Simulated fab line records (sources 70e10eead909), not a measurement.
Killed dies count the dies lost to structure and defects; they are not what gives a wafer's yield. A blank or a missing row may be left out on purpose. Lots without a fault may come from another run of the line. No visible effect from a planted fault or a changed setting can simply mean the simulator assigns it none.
Matching of chambers || flow nand_harc || NHARC_A_WL_FILL_ALD_19 on ald_metal-03: 4 sister chambers
The step deposits TiN, target thk 2 nm, pulse time 3 s, ald cycles 100. 4 wafers are shown with their chamber, then 9 later ones without.

WAFERS PAIRED WITH THEIR CHAMBERS
{"wafer": "L083.2", "chamber": 0, "heater_power_w (W)": 1032}
{"wafer": "L083.4", "chamber": 1, "heater_power_w (W)": 1046}
{"wafer": "L085.1", "chamber": 3, "heater_power_w (W)": 1015}
{"wafer": "L085.6", "chamber": 2, "heater_power_w (W)": 1150}

WAFERS WITH NO CHAMBER GIVEN
{"wafer": "L090.3", "heater_power_w (W)": 1021}
{"wafer": "L090.5", "heater_power_w (W)": 1149}
{"wafer": "L090.6", "heater_power_w (W)": 1105}
{"wafer": "L092.1", "heater_power_w (W)": 1044}
{"wafer": "L092.2", "heater_power_w (W)": 1049}
{"wafer": "L092.6", "heater_power_w (W)": 1138}
{"wafer": "L097.1", "heater_power_w (W)": 1034}
{"wafer": "L097.3", "heater_power_w (W)": 1078}
{"wafer": "L097.4", "heater_power_w (W)": 1047}

THE CHAMBER EACH PASSED THROUGH
{"wafer": "L090.3", "from the rows above": "can't be placed: 3 or 0 or 1", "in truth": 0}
{"wafer": "L090.5", "from the rows above": 2, "in truth": 2}
{"wafer": "L090.6", "from the rows above": "can't be placed: 2 or 1 or 0", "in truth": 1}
{"wafer": "L092.1", "from the rows above": "can't be placed: 1 or 0 or 3", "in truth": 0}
{"wafer": "L092.2", "from the rows above": "can't be placed: 1 or 0 or 3", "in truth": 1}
{"wafer": "L092.6", "from the rows above": 2, "in truth": 2}
{"wafer": "L097.1", "from the rows above": "can't be placed: 0 or 1 or 3", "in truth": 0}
{"wafer": "L097.3", "from the rows above": "can't be placed: 1 or 0 or 3", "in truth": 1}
{"wafer": "L097.4", "from the rows above": "can't be placed: 1 or 0 or 3", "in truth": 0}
Correct placement for 2 of the 9. From these rows, 7 cannot be placed; in 7 the true chamber is one of the candidates. 0 placed wrongly.
How it was worked out, from the rows above alone: a wafer's distance from a chamber is the root of the sum, over the readings, of the square of ((its reading less the chamber's mean) divided by the reading's scatter). The wafer belongs to the nearest chamber; if the next one is less than 2 further off, it can't be placed. Each chamber's mean is taken over the wafers shown for it. The scatter: root of mean squared gap, hidden wafer to nearest shown wafer, with one shown wafer a chamber.
